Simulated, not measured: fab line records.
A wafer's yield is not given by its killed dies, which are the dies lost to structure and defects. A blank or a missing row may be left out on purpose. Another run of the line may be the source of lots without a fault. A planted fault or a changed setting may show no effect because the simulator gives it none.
The tool behind it: which one? ; flow n5 finfet ; 12 lots, 30 wafers sampled, at 4 steps of a route of 1938

## WHAT THE GAUGES READ, wafer by wafer
N5_BEOL_M8_CD_MEAS_28: the cd target is 40 nm. Usual: cd nm at 39.91 nm, with a standard deviation of 0.22.
lot;measured;on;cd nm (nm);flag
L807;day 9 20:26;cd sem-01;39.60 39.98;
L809;day 9 21:23;cd sem-03;39.66 39.72;
L810;day 10 11:28;cd sem-03;40.10 39.83 39.98;
L811;day 10 17:18;cd sem-02;39.95 39.90 39.91;
L814;day 11 06:18;cd sem-03;40.00 39.98;
L815;day 11 20:32;cd sem-03;40.21 40.14;
L819;day 12 07:25;cd sem-03;40.15 39.93 39.99;
L821;day 12 15:02;cd sem-03;39.93 39.80 39.78;
L823;day 13 23:50;cd sem-01;39.77 40.03 39.82;
L827;day 14 21:53;cd sem-02;40.25 39.95;
L828;day 14 23:42;cd sem-02;39.87 39.62;
L830;day 15 08:31;cd sem-02;39.82 40.07 39.65;

N5_BEOL_M8_OVL_MEAS_29. Usual: for V7_OVL the level is -0.1 nm and the standard deviation is 0.63.
lot;measured;on;V7_OVL (nm);flag
L807;day 9 20:28;overlay-01;0.0 0.3;
L809;day 9 21:25;overlay-01;-0.3 0.7;
L810;day 10 11:31;overlay-02;-0.9 -0.4 -0.3;
L811;day 10 17:20;overlay-02;0.7 0.2 0.3;
L814;day 11 06:20;overlay-02;-1.6 -0.9;
L815;day 11 20:34;overlay-02;0.2 -0.5;
L819;day 12 07:27;overlay-01;-0.3 -0.2 -0.2;
L821;day 12 15:04;overlay-01;11.6 12.4 12.0;OFF
L823;day 13 23:52;overlay-02;10.7 12.4 11.7;OFF
L827;day 14 21:55;overlay-02;-0.1 0.4;
L828;day 14 23:44;overlay-02;0.6 0.5;
L830;day 15 08:32;overlay-01;-0.1 -0.1 -0.7;

## TOOL THAT RAN EACH LOT (tool first, then ch and the chambers of the sampled wafers, then the start)
lot;N5_BEOL_M8_STRIP_67;N5_BEOL_M8_EXPOSE_25
L807;rie diel-02 ch 0,3, day 9 17:38;euv scanner-02 ch 0, day 9 20:18
L809;rie diel-02 ch 0,2, day 9 17:53;euv scanner-01 ch 0, day 9 21:16
L810;rie diel-06 ch 0,3, day 10 10:42;euv scanner-02 ch 0, day 10 11:21
L811;rie diel-06 ch 0,2,3, day 10 14:37;euv scanner-02 ch 0, day 10 17:10
L814;rie diel-06 ch 0,3, day 11 05:33;euv scanner-02 ch 0, day 11 06:11
L815;rie diel-03 ch 1,2, day 11 19:46;euv scanner-01 ch 0, day 11 20:24
L819;rie diel-03 ch 0,2,3, day 12 06:46;euv scanner-01 ch 0, day 12 07:17
L821;rie diel-02 ch 0,1,2, day 12 13:06;euv scanner-02 ch 0, day 12 14:54
L823;rie diel-02 ch 0,2,3, day 13 22:02;euv scanner-02 ch 0, day 13 23:43
L827;rie diel-06 ch 1, day 14 20:46;euv scanner-01 ch 0, day 14 21:46
L828;rie diel-06 ch 2, day 14 22:06;euv scanner-01 ch 0, day 14 23:35
L830;rie diel-06 ch 1,2,3, day 15 05:47;euv scanner-01 ch 0, day 15 08:22
- N5_BEOL_M8_STRIP_67: strips in CF4.
- N5_BEOL_M8_EXPOSE_25: exposes mask V7, target cd 40 nm.

## AS READ BY THE TOOLS THEMSELVES (means over the sampled wafers that have a number; for cases with no such wafer, the mark the record gives instead)
N5_BEOL_M8_STRIP_67. Usual: drypump motor current A 5.7 A, standard deviation 0.41; oes product au 0.82 a.u., standard deviation 0.054; rf vpp V 271.8 V, standard deviation 1.6; showerhead plenum p Torr 1.82 Torr, standard deviation 0.055; throttle valve pct 13.45 %, standard deviation 0.25.
lot;tool;drypump motor current A (A);oes product au (a.u.);rf vpp V (V);showerhead plenum p Torr (Torr);throttle valve pct (%);flag
L807;rie diel-02;5.7;0.84;271.1;1.79;13.47;
L809;rie diel-02;6.0;0.79;270.5;1.76;13.73;
L810;rie diel-06;5.9;0.81;273.9;1.88;13.29;
L811;rie diel-06;5.7;0.82;272.0;1.85;13.19;
L814;rie diel-06;5.9;0.81;272.8;1.88;13.27;
L815;rie diel-03;5.5;0.85;273.5;1.90;13.58;
L819;rie diel-03;5.7;0.81;271.8;1.83;13.61;
L821;rie diel-02;5.9;0.90;271.8;1.78;13.37;
L823;rie diel-02;5.6;0.83;270.0;1.77;13.44;
L827;rie diel-06;6.1;0.74;270.3;1.72;13.66;
L828;rie diel-06;5.1;0.80;272.5;1.79;13.16;
L830;rie diel-06;5.7;0.77;271.1;1.79;13.44;

## THE ANSWER, worked out from the rows above alone
Rule: a lot is off if the mean of its wafers that have a number lies more than 3 standard deviations from the usual mean. A lot without any number at a reading at which 4 lots or more have one is off too. The other lots that the step has rows for count as sound. Order of review: gauges by route order, followed by the tools' own readings, for which a lot's mean as printed above is used. At the first step where some lot is off, the reading lying furthest off is the one used; lots without a number count as furthest.
Off: at N5_BEOL_M8_OVL_MEAS_29 (V7_OVL), L821, L823.
If a tool, at a process step before that reading, ran all the lots that are off and no sound lot after the first of them, it fits. Gauges at N5_BEOL_M8_OVL_MEAS_29: tried the same way as those tools. This does not decide it: 2 tools fit, namely rie diel-02 at N5_BEOL_M8_STRIP_67 and euv scanner-02 at N5_BEOL_M8_EXPOSE_25.

## WHAT THE SIMULATOR HAD PUT IN
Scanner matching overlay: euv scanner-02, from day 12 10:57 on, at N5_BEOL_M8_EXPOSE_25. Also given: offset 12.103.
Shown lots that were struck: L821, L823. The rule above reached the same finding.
